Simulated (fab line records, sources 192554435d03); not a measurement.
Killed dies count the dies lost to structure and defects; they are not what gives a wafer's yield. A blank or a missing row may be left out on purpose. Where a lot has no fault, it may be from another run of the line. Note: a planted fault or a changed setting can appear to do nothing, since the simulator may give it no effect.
fab line records	flow n5_finfet
record: lots: 5	wafers: 15	last_day: 18
route steps=1938 shown SD_EPI_P@298 BEOL_M4@1111 PASSIVATION@1936
lots that met no fault: from a run of the same line without faults
start_h: the number of hours between the record's first day and the start of the first shown wafer of the lot	wait_h: hours since the lot's step before	" identical to the entry in the row above	L1.1+2: a row that stands for several wafers	- value missing, or start not given	* or withheld: withheld	< > ~ a bound
route shown NAME@n: NAME is a module with steps in the file, n the number in the route of the first one	usual: mean/standard deviation of fault-free wafers	same: alike in all rows	chamber/n: place in a boat	sites: per-site readings	_std_site: their standard deviation	_edge_site: outer sites' mean less inner sites'	radius_mm: how far each site lies from the wafer's centre	mask NAME#n: copy n	behind: the most recent tool/chamber to have shaped the wafer	hold: cause of the lot's hold/its duration in hours/its outcome	device: names the non-switching transistor (n, p or np)	end of line: the same wafers' tests at the end of the route	step lacking rows: just its recipe	killed: dies lost to structure and defects at the first sort, not the wafer's yield	map: a wafer's dies, marking killed ones x, the rest . and places with no die _
set.NAME: the setting that was run; set.NAME@STEP: the one run at that earlier step	model.NAME: the simulator's own value behind a step, which no gauge read
lots at selected steps of the route; one table per step, one row per wafer
services: the hour from which a tool's chamber was out of use, counted from the record's first day as start_h (under 0 if before that day), plus the number of hours and why
== steps ==
step: N5_SD_EPI_P_EBR_05
recipe: solvent: PGMEA	ebr_width_mm: 1.5
step: N5_SD_EPI_P_SOFTBAKE_04
recipe: temp_c: 110	time_s: 60	resist: CAR-ArF-block
step: N5_SD_EPI_P_EXPOSE_06
recipe: mask_id: SD_P_BLK	na: 1.35	source_shape: conventional	sigma_outer: 0.8	polarization: unpolarized	target_cd_nm: 240	dose_mj: 39.5
step: N5_SD_EPI_P_PEB_07
recipe: peb_temp_c: 110	peb_time_s: 60	resist: CAR-ArF-block
step: N5_SD_EPI_P_DEVELOP_08
recipe: develop_time_s: 30	developer: TMAH	resist: CAR-ArF-block	dev_temp_c: 23	rinse_liquid: diw	dry: air_spin
step: N5_SD_EPI_P_CD_MEAS_09
recipe: target_cd_nm: 240	landing_energy_ev: 500	detector: se_inlens
usual: cd_nm: 239.9/0.77
lot.wafer	tool	chamber	start_h	wait_h	cd_nm
L966.3	cd_sem-03	0	67.34	-	240.6
L966.5	"	0	"	"	239.2
L966.6	"	0	"	"	240.2
L968.4	cd_sem-02	0	78.21	-	238.7
L968.5	"	0	"	"	240.0
L968.6	"	0	"	"	239.7
L981.1	cd_sem-02	0	150.34	-	238.8
L981.5	"	0	"	"	238.4
L981.6	"	0	"	"	238.3
L983.3	cd_sem-03	0	163.40	-	241.0
L983.4	"	0	"	"	239.5
L983.6	"	0	"	"	240.3
L986.1	cd_sem-03	0	181.39	-	240.1
L986.4	"	0	"	"	240.0
L986.5	"	0	"	"	240.7
step: N5_SD_EPI_P_OVL_MEAS_10
recipe: points_per_wafer: 44
usual: SD_P_BLK_OVL: -0.3/0.63
lot.wafer	tool	chamber	start_h	wait_h	SD_P_BLK_OVL[nm]
L966.3	overlay-02	0	67.37	0.0	-0.9
L966.5	"	0	"	"	-0.9
L966.6	"	0	"	"	-0.6
L968.4	overlay-01	0	78.23	0.0	-0.1
L968.5	"	0	"	"	-1.5
L968.6	"	0	"	"	-0.4
L981.1	overlay-02	0	150.38	0.0	-0.8
L981.5	"	0	"	"	-1.4
L981.6	"	0	"	"	-0.9
L983.3	overlay-02	0	163.43	0.0	0.3
L983.4	"	0	"	"	-0.6
L983.6	"	0	"	"	-0.3
L986.1	overlay-02	0	181.42	0.0	-1.3
L986.4	"	0	"	"	0.0
L986.5	"	0	"	"	-0.7
step: N5_SD_EPI_P_INSPECT_11
recipe: mode: adi	inspect_instrument: macro
usual: raw_defect_count: 2.1/1.4
lot.wafer	tool	chamber	start_h	wait_h	raw_defect_count
L966.3	defect_inspect-01	-	67.39	0.0	2
L966.5	"	-	"	"	2
L966.6	"	-	"	"	1
L968.4	defect_inspect-01	-	78.26	0.0	1
L968.5	"	-	"	"	2
L968.6	"	-	"	"	3
L981.1	defect_inspect-02	-	150.40	0.0	3
L981.5	"	-	"	"	3
L981.6	"	-	"	"	3
L983.3	defect_inspect-02	-	163.50	0.1	0
L983.4	"	-	"	"	2
L983.6	"	-	"	"	2
L986.1	defect_inspect-02	-	181.44	0.0	0
L986.4	"	-	"	"	2
L986.5	"	-	"	"	0
step: N5_SD_EPI_P_DESCUM_14
recipe: chemistry: O2	time_s: 7.9	source_power_w: 50	bias_power_w: 20	pressure_mtorr: 20	rf_frequency_hz: 2.712e+07	temp_c: 40	resist: CAR-ArF-block	o2_flow_sccm: 225
usual: drypump_motor_current_A: 6.0/0.38	oes_product_au: 0.78/0.065	rf_vpp_V: 242.8/1.4	showerhead_plenum_p_Torr: 2.08/0.074	throttle_valve_pct: 20.51/0.2
lot.wafer	tool	chamber	start_h	wait_h	drypump_motor_current_A	oes_product_au	rf_hours_counter_h	rf_vpp_V	showerhead_plenum_p_Torr	throttle_valve_pct
L966.3	rie_diel-04	0	68.23	0.8	5.9	0.79	116	241.3	2.02	20.19
L966.5	"	2	"	"	6.2	0.70	-	243.1	2.07	20.45
L966.6	"	3	"	"	6.4	0.80	-	240.4	1.94	20.56
L968.4	rie_diel-06	1	78.29	0.0	6.2	0.69	248	244.8	2.15	20.98
L968.5	"	2	"	"	6.2	0.72	-	244.8	2.17	20.72
L968.6	"	3	"	"	6.2	0.82	-	243.8	2.12	20.60
L981.1	rie_diel-04	2	150.53	0.1	6.2	0.69	247	242.3	2.06	20.47
L981.5	"	1	"	"	5.3	0.81	-	241.5	2.02	20.27
L981.6	"	0	"	"	5.9	0.76	-	242.1	2.02	20.22
L983.3	rie_diel-05	1	163.53	0.0	5.6	0.73	182	243.7	2.17	20.22
L983.4	"	3	"	"	5.8	0.68	248	242.1	1.97	20.36
L983.6	"	2	"	"	5.1	0.83	-	243.2	2.11	20.56
L986.1	rie_diel-06	2	181.48	0.0	6.2	0.69	218	244.2	2.16	20.75
L986.4	"	1	"	"	6.2	0.91	22	243.9	2.14	20.66
L986.5	"	1	"	"	6.2	0.90	-	243.6	2.14	20.67
step: N5_SD_EPI_P_ETCH_36
recipe: chemistry: CF4	target: SiARC	target_depth_a: 455	mask_material: CAR-ArF-block	time_s: 75.8	ion_energy_ev: 80	pressure_mtorr: 40	source_w: 545	bias_w: 36	Ar_flow_sccm: 100	cf4_flow_sccm: 100	ends: cleared
usual: drypump_motor_current_A: 6.0/0.38	etch_rf_on_time_s: 75.9/1.5	mfc_ar_sccm: 100.0/0.3	oes_product_au: 0.66/0.056	rf_vpp_V: 183.9/1.2	showerhead_plenum_p_Torr: 2.12/0.071	throttle_valve_pct: 15.67/0.19
lot.wafer	tool	chamber	start_h	wait_h	drypump_motor_current_A	etch_rf_on_time_s	mfc_ar_sccm	oes_product_au	rf_hours_counter_h	rf_vpp_V	showerhead_plenum_p_Torr	throttle_valve_pct
L966.3	rie_diel-04	0	68.27	0.0	5.9	76.3	99.8	0.67	116	183.8	2.07	15.35
L966.5	"	2	"	"	6.2	75.3	99.5	0.60	-	183.2	2.11	15.58
L966.6	"	3	"	"	6.4	75.0	99.9	0.68	-	183.3	1.99	15.72
L968.4	rie_diel-06	1	78.33	0.0	6.1	74.2	100.8	0.60	248	185.0	2.19	16.14
L968.5	"	2	"	"	6.1	77.6	100.0	0.61	-	183.9	2.21	15.88
L968.6	"	3	"	"	6.2	75.3	99.7	0.69	-	184.4	2.16	15.73
L981.1	rie_diel-04	2	150.56	0.0	6.2	75.4	99.9	0.59	247	182.8	2.11	15.63
L981.5	"	1	"	"	5.3	74.5	100.6	0.68	-	182.0	2.08	15.50
L981.6	"	0	"	"	5.9	76.2	99.8	0.65	-	183.1	2.06	15.40
L983.3	rie_diel-05	1	163.57	0.0	5.5	75.8	99.7	0.63	182	185.3	2.21	15.43
L983.4	"	3	"	"	5.7	74.4	100.0	0.59	248	183.5	2.02	15.67
L983.6	"	2	"	"	5.1	76.0	99.7	0.71	-	184.4	2.16	15.70
L986.1	rie_diel-06	2	181.51	0.0	6.1	78.5	100.2	0.59	218	184.6	2.20	15.95
L986.4	"	1	"	"	6.2	73.0	100.1	0.78	22	187.1	2.18	15.71
L986.5	"	1	"	"	6.2	73.2	100.0	0.78	-	185.0	2.18	15.73
step: N5_SD_EPI_P_ETCH_37
recipe: chemistry: N2/H2	target: SOC	overetch_a: 1080	mask_material: SiARC	temp_c: 40	ion_energy_ev: 100	source_w: 3000	bias_w: 133	pressure_mtorr: 20	time_s: 486	n2_flow_sccm: 200	h2_flow_sccm: 200	ends: end_point
usual: drypump_motor_current_A: 6.0/0.38	oes_product_au: 0.69/0.054	rf_vpp_V: 240.4/1.5	showerhead_plenum_p_Torr: 2.52/0.093	throttle_valve_pct: 23.9/0.31
lot.wafer	tool	chamber	start_h	wait_h	drypump_motor_current_A	oes_product_au	rf_hours_counter_h	rf_vpp_V	showerhead_plenum_p_Torr	throttle_valve_pct
L966.3	rie_diel-04	0	68.32	0.0	5.9	0.70	116	239.9	2.45	23.5
L966.5	"	2	"	"	6.2	0.63	-	240.7	2.51	24.1
L966.6	"	3	"	"	6.4	0.71	-	238.2	2.36	24.2
L968.4	rie_diel-06	1	78.38	0.0	6.2	0.62	248	241.3	2.62	24.5
L968.5	"	2	"	"	6.2	0.65	-	242.3	2.64	24.1
L968.6	"	3	"	"	6.2	0.72	-	241.4	2.56	23.9
L981.1	rie_diel-04	2	150.62	0.0	6.2	0.62	247	239.8	2.50	24.1
L981.5	"	1	"	"	5.2	0.71	-	239.4	2.44	23.4
L981.6	"	0	"	"	5.9	0.68	-	240.4	2.44	23.6
L983.3	rie_diel-05	1	163.62	0.0	5.6	0.66	182	242.9	2.64	23.7
L983.4	"	3	"	"	5.8	0.61	248	238.3	2.39	23.5
L983.6	"	2	"	"	5.1	0.74	-	241.2	2.57	24.3
L986.1	rie_diel-06	2	181.57	0.0	6.1	0.63	218	239.5	2.62	24.2
L986.4	"	1	"	"	6.2	0.80	22	242.4	2.60	24.2
L986.5	"	1	"	"	6.2	0.80	-	239.7	2.61	24.2
step: N5_SD_EPI_P_STRIP_38
recipe: chemistry: N2/H2	temp_c: 40	n2_flow_sccm: 200	h2_flow_sccm: 200	rf_frequency_hz: 6e+07
step: N5_SD_EPI_P_ETCHBACK_46
recipe: chemistry: CH3F/O2	mode: anisotropic_etchback	target: SiNx	target_depth_a: 175	stop_on: SiO2	over_etch_frac: 0.3	ion_energy_ev: 120	pressure_mtorr: 30	source_w: 395	bias_w: 73	Ar_flow_sccm: 150	CH3F_flow_sccm: 30	O2_flow_sccm: 20
usual: O2_flow_sccm: 20.01/0.062	drypump_motor_current_A: 6.0/0.38	mfc_ar_sccm: 150.0/0.49	oes_product_au: 0.66/0.051	over_etch_frac: 0.3/0	rf_vpp_V: 298/3.5	showerhead_plenum_p_Torr: 1.98/0.07	throttle_valve_pct: 16.40/0.19
lot.wafer	tool	chamber	start_h	wait_h	O2_flow_sccm	drypump_motor_current_A	mfc_ar_sccm	oes_product_au	over_etch_frac	rf_hours_counter_h	rf_vpp_V	showerhead_plenum_p_Torr	throttle_valve_pct	model.SiARC_of_SD_EPI_P_COAT_35.thk_nm
L966.3	rie_diel-04	0	68.65	0.0	20.06	5.9	150.1	0.67	0.3	116	297	1.93	16.08	15.2
L966.5	"	2	"	"	20.04	6.2	149.0	0.60	0.3	-	300	1.97	16.30	15.2
L966.6	"	3	"	"	20.07	6.4	151.0	0.68	0.3	-	295	1.85	16.44	15
L968.4	rie_diel-06	1	78.71	0.0	19.94	6.2	149.4	0.60	0.3	248	298	2.05	16.86	15.2
L968.5	"	2	"	"	20.13	6.2	150.4	0.62	0.3	-	302	2.07	16.63	16
L968.6	"	3	"	"	19.95	6.2	150.0	0.70	0.3	-	301	2.02	16.51	15.2
L981.1	rie_diel-04	2	150.94	0.0	20.00	6.2	149.6	0.53	0.62886	247	300	1.97	16.37	14
L981.5	"	1	"	"	19.94	5.2	150.0	0.67	0.3	-	292	1.94	16.23	15
L981.6	"	0	"	"	20.11	5.9	149.7	0.65	0.3	-	297	1.92	16.12	15.4
L983.3	rie_diel-05	1	163.95	0.0	19.95	5.6	150.8	0.63	0.3	182	299	2.06	16.15	15.2
L983.4	"	3	"	"	19.90	5.8	150.2	0.58	0.3	248	292	1.89	16.38	15.2
L983.6	"	2	"	"	20.06	5.1	150.6	0.70	0.3	-	298	2.01	16.45	15.6
L986.1	rie_diel-06	2	181.89	0.0	20.05	6.2	151.8	0.60	0.3	218	301	2.06	16.67	15.8
L986.4	"	1	"	"	19.98	6.2	150.4	0.76	0.3	22	298	2.04	16.44	14.6
L986.5	"	1	"	"	20.01	6.2	150.2	0.76	0.3	-	300	2.04	16.44	14.6
step: N5_SD_EPI_P_ETCH_47
recipe: chemistry: CH3F/O2	target: SiOCN	target_depth_a: 250	mask_material: SOC	ion_energy_ev: 60	bias_w: 29	pressure_mtorr: 30	source_w: 410	Ar_flow_sccm: 150	CH3F_flow_sccm: 30	O2_flow_sccm: 20
usual: O2_flow_sccm: 20.00/0.056	drypump_motor_current_A: 6.0/0.38	mfc_ar_sccm: 150.0/0.44	oes_product_au: 0.77/0.065	rf_vpp_V: 127.7/1.6	showerhead_plenum_p_Torr: 1.98/0.07	throttle_valve_pct: 16.38/0.19
lot.wafer	tool	chamber	start_h	wait_h	O2_flow_sccm	drypump_motor_current_A	mfc_ar_sccm	oes_product_au	rf_hours_counter_h	rf_vpp_V	showerhead_plenum_p_Torr	throttle_valve_pct
L966.3	rie_diel-04	0	68.75	0.1	20.03	5.9	150.3	0.78	116	127.9	1.93	16.04
L966.5	"	2	"	"	19.98	6.3	150.3	0.70	-	128.9	1.97	16.31
L966.6	"	3	"	"	20.04	6.4	150.0	0.80	-	125.6	1.85	16.41
L968.4	rie_diel-06	1	78.81	0.1	19.93	6.2	150.3	0.69	248	127.4	2.05	16.83
L968.5	"	2	"	"	19.98	6.1	149.9	0.71	-	129.5	2.07	16.58
L968.6	"	3	"	"	20.11	6.2	149.8	0.82	-	128.1	2.03	16.51
L981.1	rie_diel-04	2	151.04	0.1	19.92	6.3	150.2	0.69	247	128.8	1.97	16.34
L981.5	"	1	"	"	19.96	5.2	150.1	0.79	-	126.8	1.94	16.20
L981.6	"	0	"	"	20.03	5.9	149.7	0.76	-	126.2	1.92	16.10
L983.3	rie_diel-05	1	164.05	0.1	19.98	5.6	149.5	0.73	182	127.5	2.07	16.13
L983.4	"	3	"	"	20.04	5.7	150.0	0.69	248	125.8	1.89	16.36
L983.6	"	2	"	"	19.94	5.1	149.9	0.82	-	128.0	2.01	16.37
L986.1	rie_diel-06	2	181.99	0.1	19.96	6.2	150.0	0.69	218	129.4	2.06	16.65
L986.4	"	1	"	"	20.02	6.2	149.8	0.90	22	128.8	2.04	16.41
L986.5	"	1	"	"	20.09	6.2	149.8	0.90	-	127.1	2.04	16.42
step: N5_SD_EPI_P_ETCH_16
recipe: chemistry: CHF3/O2	target: SiO2	target_depth_a: 50	mask_material: SOC	pressure_mtorr: 30	source_w: 650	bias_w: 170	Ar_flow_sccm: 200	CHF3_flow_sccm: 50	O2_flow_sccm: 5	ion_energy_ev: 200
usual: O2_flow_sccm: 5.000/0.013	drypump_motor_current_A: 6.0/0.38	mfc_ar_sccm: 200.1/0.62	oes_product_au: 0.77/0.066	rf_vpp_V: 525/6.7	showerhead_plenum_p_Torr: 2.39/0.082	throttle_valve_pct: 18.95/0.2
lot.wafer	tool	chamber	start_h	wait_h	O2_flow_sccm	drypump_motor_current_A	mfc_ar_sccm	oes_product_au	rf_hours_counter_h	rf_vpp_V	showerhead_plenum_p_Torr	throttle_valve_pct	model.SiARC_of_SD_EPI_P_COAT_35.thk_nm
L966.3	rie_diel-04	0	68.85	0.1	5.010	5.9	201.1	0.79	116	526	2.32	18.60	11.8
L966.5	"	2	"	"	5.003	6.2	200.2	0.71	-	530	2.38	18.87	11.4
L966.6	"	3	"	"	5.023	6.4	200.3	0.81	-	519	2.23	19.01	11.4
L968.4	rie_diel-06	1	78.91	0.1	5.007	6.2	199.4	0.69	248	526	2.46	19.39	11.6
L968.5	"	2	"	"	4.973	6.2	200.1	0.70	-	532	2.49	19.16	12.6
L968.6	"	3	"	"	5.018	6.3	199.7	0.82	-	526	2.44	19.08	11.8
L981.1	rie_diel-04	2	151.14	0.1	5.016	6.3	198.9	0.69	247	530	2.37	18.88	10.4
L981.5	"	1	"	"	4.970	5.2	199.5	0.80	-	514	2.34	18.76	11.4
L981.6	"	0	"	"	4.999	5.9	200.8	0.76	-	526	2.31	18.64	11.8
L983.3	rie_diel-05	1	164.15	0.1	5.001	5.6	200.1	0.74	182	527	2.48	18.67	11.6
L983.4	"	3	"	"	4.978	5.7	200.8	0.69	248	514	2.28	18.90	11.6
L983.6	"	2	"	"	5.007	5.1	200.4	0.83	-	526	2.42	18.98	12
L986.1	rie_diel-06	2	182.09	0.1	4.996	6.2	200.1	0.68	218	532	2.48	19.21	12.4
L986.4	"	1	"	"	5.001	6.2	200.3	0.91	22	524	2.45	19.05	11
L986.5	"	1	"	"	5.005	6.2	201.0	0.91	-	525	2.45	19.05	11
step: N5_SD_EPI_P_STRIP_50
recipe: chemistry: CHF3/O2	resist: SiARC	rf_frequency_hz: 6e+07
step: N5_BEOL_M4_RC_MEAS_101
usual: DIBL_N: 36.1/1.4	DIBL_P: 36.3/1.4	IOFF_N: 0.154/0.021	IOFF_P: 0.21/0.032	ION_N: 670/8.1	ION_P: 461/7	SS_N: 71.4/0.49	SS_P: 73.3/0.5	VT_N: 250.4/2.6	VT_P: -250/3.7
lot.wafer	tool	chamber	start_h	wait_h	DIBL_N[mV/V]	DIBL_P[mV/V]	IOFF_N[nA/um]	IOFF_P[nA/um]	ION_N[uA/um]	ION_P[uA/um]	SS_N[mV/dec]	SS_P[mV/dec]	VT_N[mV]	VT_P[mV]
L966.3	prober-02	0	201.59	0.3	36.8	34.8	0.139	0.17	660	450	70.9	72.8	251.4	-253
L966.5	"	0	"	"	36.6	36.0	0.144	0.18	670	452	70.6	73.3	247.8	-254
L966.6	"	0	"	"	36.4	34.8	0.138	0.18	667	453	71.3	73.0	250.0	-252
L968.4	prober-01	0	209.11	0.5	37.2	36.5	0.156	0.23	670	467	71.3	73.6	250.0	-249
L968.5	"	0	"	"	36.8	35.5	0.141	0.20	676	467	71.2	72.6	254.0	-250
L968.6	"	0	"	"	35.6	34.3	0.123	0.19	664	459	71.4	73.0	253.6	-251
L981.1	prober-01	0	303.57	0.0	35.8	37.5	0.168	0.22	666	458	71.9	73.2	248.7	-248
L981.5	"	0	"	"	36.1	36.6	0.168	0.21	661	456	72.3	73.3	247.7	-252
L981.6	"	0	"	"	35.7	37.3	0.159	0.21	670	456	71.0	73.5	247.4	-249
L983.3	prober-01	0	306.01	0.3	37.2	37.5	0.169	0.22	669	452	72.1	73.4	249.0	-249
L983.4	"	0	"	"	37.9	37.6	0.183	0.22	681	462	72.2	73.5	248.4	-248
L983.6	"	0	"	"	36.4	35.8	0.154	0.19	671	457	71.9	73.7	248.9	-250
L986.1	prober-02	0	312.47	0.0	35.7	36.3	0.154	0.21	672	467	71.7	72.7	251.6	-248
L986.4	"	0	"	"	34.9	36.1	0.146	0.20	678	471	71.2	73.2	250.6	-249
L986.5	"	0	"	"	36.1	37.8	0.171	0.24	685	475	71.2	73.3	248.3	-247
step: N5_PASSIVATION_PROBE_49
usual: defect_limited_yield: 91.0/1.6	killed_at_M0_to_M3: 35/11	killed_at_M4_up: 14/5.1	killed_at_contacts: 12/6.6	killed_at_front_end: 41/12	killed_at_other: 4/3	killed_dies: 107/19	killed_open: 70/15	killed_short: 35/8.5	sort_bin_5_function: 5.3/1	sort_bin_6_memory: 3.4/0.73	sort_n_pass: 1073/19	sort_yield_pct: 91.0/1.6
same: gross_dies: 1180	killed_at_back_side: 0	sort_bin_4_leakage[%]: 0	sort_bin_8_speed[%]: 0
lot.wafer	tool	chamber	start_h	wait_h	defect_limited_yield[%]	killed_at_M0_to_M3	killed_at_M4_up	killed_at_contacts	killed_at_front_end	killed_at_other	killed_dies	killed_open	killed_short	sort_bin_5_function[%]	sort_bin_6_memory[%]	sort_n_pass	sort_yield_pct[%]
L968.4	prober-01	-	318.58	0.2	91.3	30	10	6	45	12	103	64	36	4.8	3.6	1077	91.3
L968.5	prober-01	-	318.63	0.2	91.8	23	10	11	43	10	97	63	33	4.8	3.1	1083	91.8
L968.6	prober-01	-	318.68	0.3	92.5	20	12	9	41	6	88	56	31	4.7	2.7	1092	92.5
killed by level:class
L968.4 FIN_SAQP:geometric_particle:short=9 FIN_SAQP:geometric_particle:open=8 BEOL_M2:geometric_particle:open=7 BEOL_M3:geometric_particle:open=6 DUMMY_GATE:geometric_particle:open=5 MOL_CONTACT_COAG:geometric_particle:open=5 BEOL_M4:geometric_particle:open=5 STARTING-WAFER:geometric_particle:short=5
L968.5 FIN_SAQP:geometric_particle:open=9 GATE_CUT:geometric_particle:short=9 STARTING-WAFER:geometric_particle:open=8 MOL_CONTACT_COAG:geometric_particle:open=8 FIN_SAQP:geometric_particle:short=7 BEOL_M3:geometric_particle:open=7 MIM_TOP_ETCH:geometric_particle:short=5 GATE_CUT:geometric_particle:open=4
L968.6 DUMMY_GATE:geometric_particle:open=10 FIN_SAQP:geometric_particle:open=8 MOL_CONTACT_COAG:geometric_particle:open=7 FIN_SAQP:geometric_particle:short=6 GATE_CUT:geometric_particle:short=5 BEOL_M1:geometric_particle:open=5 BEOL_M0_SAQP:geometric_particle:short=4 BEOL_M2:geometric_particle:open=4
== services ==
tool	chamber	start_h	hours	kind
rie_diel-06	-	51.36	14.6	pm
rie_diel-06	1	87.82	-	clean
rie_diel-06	1	87.82	-	consumable_replace:focus_ring
rie_diel-06	1	87.82	18.2	scheduled_down
rie_diel-06	1	87.82	18.2	vent_cycle
rie_diel-04	-	124.52	2.8	pm
rie_diel-06	-	124.66	0.2	repair
rie_diel-06	1	137.33	5.4	repair
rie_diel-05	2	138.48	4.3	repair
rie_diel-06	0	155.89	3.1	repair
rie_diel-04	2	162.41	-	clean
rie_diel-04	2	162.41	-	consumable_replace:focus_ring
rie_diel-04	2	162.41	17.5	scheduled_down
rie_diel-04	2	162.41	17.5	vent_cycle
rie_diel-05	3	169.95	-	clean
rie_diel-05	3	169.95	-	consumable_replace:focus_ring
rie_diel-05	3	169.95	-	consumable_replace:showerhead
rie_diel-05	3	169.95	37.1	scheduled_down
rie_diel-05	3	169.95	37.1	vent_cycle
rie_diel-04	3	179.15	9.9	repair
== key ==
first_sign: step: N5_SD_EPI_P_ETCHBACK_46	reading: over_etch_frac	direction: up	sigmas: 99+	usual: 0.3	struck: 0.62886
effect none on later readings
model_effect: step: N5_SD_EPI_P_ETCHBACK_46	value: SiARC_of_SD_EPI_P_COAT_35.thk_nm	without: 15.2	struck: 14
model_effect: step: N5_SD_EPI_P_ETCH_16	value: SiARC_of_SD_EPI_P_COAT_35.thk_nm	without: 11.6	struck: 10.4
met_at N5_SD_EPI_P_ETCHBACK_46
struck_wafers L981.1
onset_between 68.65 150.94
fault: kind: process_parameter_drift	tool: rie_diel-04	chamber: 2	onset_h: 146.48	steps: N5_SD_EPI_P_ETCHBACK_46	channel: over_etch_frac	offset: 0.32886	shape: step	end_h: 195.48	acts_in: these_recipes_only	stated: 0.3
